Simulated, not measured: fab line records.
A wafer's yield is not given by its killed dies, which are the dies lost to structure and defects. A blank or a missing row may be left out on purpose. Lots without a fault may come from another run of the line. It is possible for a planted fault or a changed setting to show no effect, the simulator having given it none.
Problem report, 8D (eight disciplines) form, completed by code / flow n5-finfet / the parts of the form that need people (team, actions taken, sign-off) are left out

1. THE PROBLEM
Wafers free of any fault read 0.1 nm (standard deviation 0.63) for M0_CUT1_OVL at N5_BEOL_M0_SAQP_OVL_MEAS_41, against a mean of 9.5 nm on 6 wafers of 2 lots. That puts it +15 standard deviations away from the usual mean.
Earliest sighting: wafer L702.3 on overlay-01 at day 7 07:58. Wafers with a number at this step in the record: 27, from 9 lots. Rule for "out", or "out of limits": more than 4 standard deviations from the usual mean. All remaining wafers that have a number are taken as sound.

2. WHAT IT IS, WHAT IT ISN'T
question=which readings at this step | is=M0_CUT1_OVL | is not=-
question=which lots | is=L702, L710 | is not=L697, L700, L701, L703, L711, L712, L715
question=which wafers of those lots | is=all that have a number | is not=-
question=read on which gauges | is=overlay-01 | is not=overlay-02
question=when | is=from day 7 07:58 | is not=up to then (9 sound wafers); but 12 sound wafers of L703, L711, L712, L715 came after

3. SUSPECTS, AND WHAT RULES EACH OUT
Counting: any tool at a process step up to the reading is kept as a suspect provided that every lot that is out went through it and no sound lot did after the first of them.
- ruled out: the gauge at N5_BEOL_M0_SAQP_OVL_MEAS_41. All the wafers that are out were read on overlay-01, but those of them that N5_PASSIVATION_PROBE_49 has rows for are out there too, on other tools.
- vapor-etch-01 at N5_BEOL_M0_SAQP_RECESS_109 (chemistry HF/NH3, target SiO2, target depth 3 nm, afs cycles 1, sublimation time 60 s): ruled out as a lasting fault. Following L702 (day 7 06:46), the first lot on it that is out, the sound lots L703, L711, L712 were run on it.
- euv-scanner-02 at N5_BEOL_M0_SAQP_EXPOSE_37 (exposes mask M0 CUT1, target cd 30 nm): kept. All lots that are out passed through it, beginning with L702 at day 7 07:49, and no sound lot followed; its final sound lot before that point was L701 at day 7 07:34.
The count leaves euv-scanner-02 at N5_BEOL_M0_SAQP_EXPOSE_37.

4. THE CAUSE (what the simulator had put in)
Scanner matching overlay: euv-scanner-02, from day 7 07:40 on, at N5_BEOL_M0_SAQP_EXPOSE_37. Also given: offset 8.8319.
The count eliminated every tool but this one.

5. SEQUENCE OF EFFECTS, ordered by route
One row per reading whose mean, taken over the struck wafers that have a number, lies over 3 standard deviations from the usual. Only readings whose record carries a usual standard deviation are examined. hours: median over the lots of the time between each lot's start at the first step of this table that gives one and its start at this step. sigmas: the change, counted in usual standard deviations.
hours=0; step=N5_BEOL_M0_SAQP_OVL_MEAS_41; reading=M0_CUT1_OVL; usual=0.1 nm; on struck wafers=9.5; change=+9.4; sigmas=+15
hours=160; step=N5_PASSIVATION_PROBE_49; reading=defect-limited-yield; usual=90.9 %; on struck wafers=1.2; change=-89.7; sigmas=-64
hours=160; step=N5_PASSIVATION_PROBE_49; reading=killed_at_M0_to_M3; usual=37; on struck wafers=1109; change=+1072; sigmas=+89
hours=160; step=N5_PASSIVATION_PROBE_49; reading=killed-dies; usual=107; on struck wafers=1166; change=+1059; sigmas=+62
hours=160; step=N5_PASSIVATION_PROBE_49; reading=killed-on-rim; usual=14; on struck wafers=150; change=+136; sigmas=+31
hours=160; step=N5_PASSIVATION_PROBE_49; reading=sort_bin_5_function; usual=5.3 %; on struck wafers=51.2; change=+45.9; sigmas=+48
hours=160; step=N5_PASSIVATION_PROBE_49; reading=sort-n-pass; usual=1073; on struck wafers=14; change=-1059; sigmas=-62
hours=160; step=N5_PASSIVATION_PROBE_49; reading=sort-yield-pct; usual=90.9 %; on struck wafers=1.2; change=-89.7; sigmas=-60
The process steps in it:
- N5_PASSIVATION_PROBE_49
Later measuring or inspecting steps at which every struck wafer that the step has a row for has a number for every such reading, and none has moved that far: N5_BEOL_M4_RC_MEAS_101.

6. WHAT WOULD HAVE CAUGHT IT SOONER
In this record the first reading out of limits at a measuring or inspecting step was taken at day 7 07:58, 0 hours after the fault began at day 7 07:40.
Of the lots that are out (2), L710 began N5_BEOL_M0_SAQP_EXPOSE_37 on euv-scanner-02 after day 7 07:58. Had the tool been put on hold then, it would have been spared.
